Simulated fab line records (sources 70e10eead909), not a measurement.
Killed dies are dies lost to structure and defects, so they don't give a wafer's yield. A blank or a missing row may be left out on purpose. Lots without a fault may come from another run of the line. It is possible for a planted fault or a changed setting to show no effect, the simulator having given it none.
Matching of chambers / flow nand-harc / 4 sister chambers for NHARC_P_GATE_ETCH_32 on rie-si-04
The step etches the open film in HBr/Cl2, target depth 150 nm, time 100.1 s. 4 wafers are shown with their chamber, then 10 later ones without.

== WAFERS PAIRED WITH THEIR CHAMBERS ==
wafer=L082.5; chamber=0; drypump-motor-current-A (A)=4.9
wafer=L084.5; chamber=2; drypump-motor-current-A (A)=6.0
wafer=L087.1; chamber=3; drypump-motor-current-A (A)=5.6
wafer=L087.5; chamber=1; drypump-motor-current-A (A)=5.1

== WAFERS WHOSE CHAMBER IS MISSING ==
wafer=L087.6; drypump-motor-current-A (A)=4.9
wafer=L089.2; drypump-motor-current-A (A)=5.1
wafer=L089.4; drypump-motor-current-A (A)=4.9
wafer=L089.5; drypump-motor-current-A (A)=5.1
wafer=L091.1; drypump-motor-current-A (A)=6.0
wafer=L091.4; drypump-motor-current-A (A)=5.1
wafer=L091.5; drypump-motor-current-A (A)=6.0
wafer=L093.2; drypump-motor-current-A (A)=5.6
wafer=L093.4; drypump-motor-current-A (A)=4.9
wafer=L093.6; drypump-motor-current-A (A)=6.1

== CHAMBER TAKEN BY EACH ==
wafer=L087.6; from the rows above=0; in truth=0
wafer=L089.2; from the rows above=1; in truth=1
wafer=L089.4; from the rows above=0; in truth=0
wafer=L089.5; from the rows above=1; in truth=1
wafer=L091.1; from the rows above=2; in truth=2
wafer=L091.4; from the rows above=1; in truth=1
wafer=L091.5; from the rows above=2; in truth=2
wafer=L093.2; from the rows above=3; in truth=3
wafer=L093.4; from the rows above=0; in truth=0
wafer=L093.6; from the rows above=2; in truth=2
Correct placement for 10 of the 10. Number that these rows cannot place: 0. Number placed wrongly: 0.
How it was worked out, from the rows above alone: a wafer's distance from a chamber is the root of the sum, over the readings, of the square of ((its reading less the chamber's mean) divided by the reading's scatter). The wafer belongs to the nearest chamber; if the next one is less than 2 further off, it can't be placed. Each chamber's mean is taken over the wafers shown for it. The scatter (one wafer shown for each chamber): square how far every hidden wafer sits from the nearest shown wafer, average those squares and take the square root.
